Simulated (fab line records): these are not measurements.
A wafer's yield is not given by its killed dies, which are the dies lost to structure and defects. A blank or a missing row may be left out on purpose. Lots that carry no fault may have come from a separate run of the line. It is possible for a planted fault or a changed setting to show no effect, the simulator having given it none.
Chamber matching | flow n5 finfet | rie diel-02 running N5_MOL_CONTACT_COAG_ETCHBACK_135: 4 sister chambers
The step etches SiO2 in CHF3, target depth 25 nm, time 16.7 s. 8 wafers are shown with their chamber, then 7 later ones without.

## WAFERS, EACH WITH ITS CHAMBER
wafer  | chamber | showerhead plenum p Torr (Torr) | rf vpp V (V)
L083.1 | 2       | 2.47                            | 512
L083.2 | 1       | 2.29                            | 528
L083.4 | 3       | 2.37                            | 517
L087.2 | 1       | 2.29                            | 529
L087.5 | 0       | 2.36                            | 536
L087.6 | 3       | 2.37                            | 517
L089.2 | 0       | 2.36                            | 535
L089.3 | 2       | 2.46                            | 510

## WAFERS MISSING THEIR CHAMBER
wafer  | showerhead plenum p Torr (Torr) | rf vpp V (V)
L089.4 | 2.28                            | 529
L094.2 | 2.35                            | 535
L094.4 | 2.36                            | 516
L094.6 | 2.28                            | 529
L095.3 | 2.46                            | 512
L095.4 | 2.35                            | 535
L095.6 | 2.46                            | 509

## WHICH CHAMBER EACH ONE RAN IN
wafer  | from the rows above | in truth
L089.4 | 1                   | 1
L094.2 | 0                   | 0
L094.4 | 3                   | 3
L094.6 | 1                   | 1
L095.3 | 2                   | 2
L095.4 | 0                   | 0
L095.6 | 2                   | 2
Correctly placed: 7 of 7. Not placeable from these rows: 0. 0 placed wrongly.
How it was worked out, from the rows above alone: a wafer's distance from a chamber is the root of the sum, over the readings, of the square of ((its reading less the chamber's mean) divided by the reading's scatter). If the next closest chamber is less than 2 further off than the closest, the wafer can't be placed; otherwise it belongs to the closest. A chamber's mean is the mean of its shown wafers. The scatter: take each reading less its chamber's mean, square it, sum over the shown wafers, divide by the number of wafers less the number of chambers, and take the root.
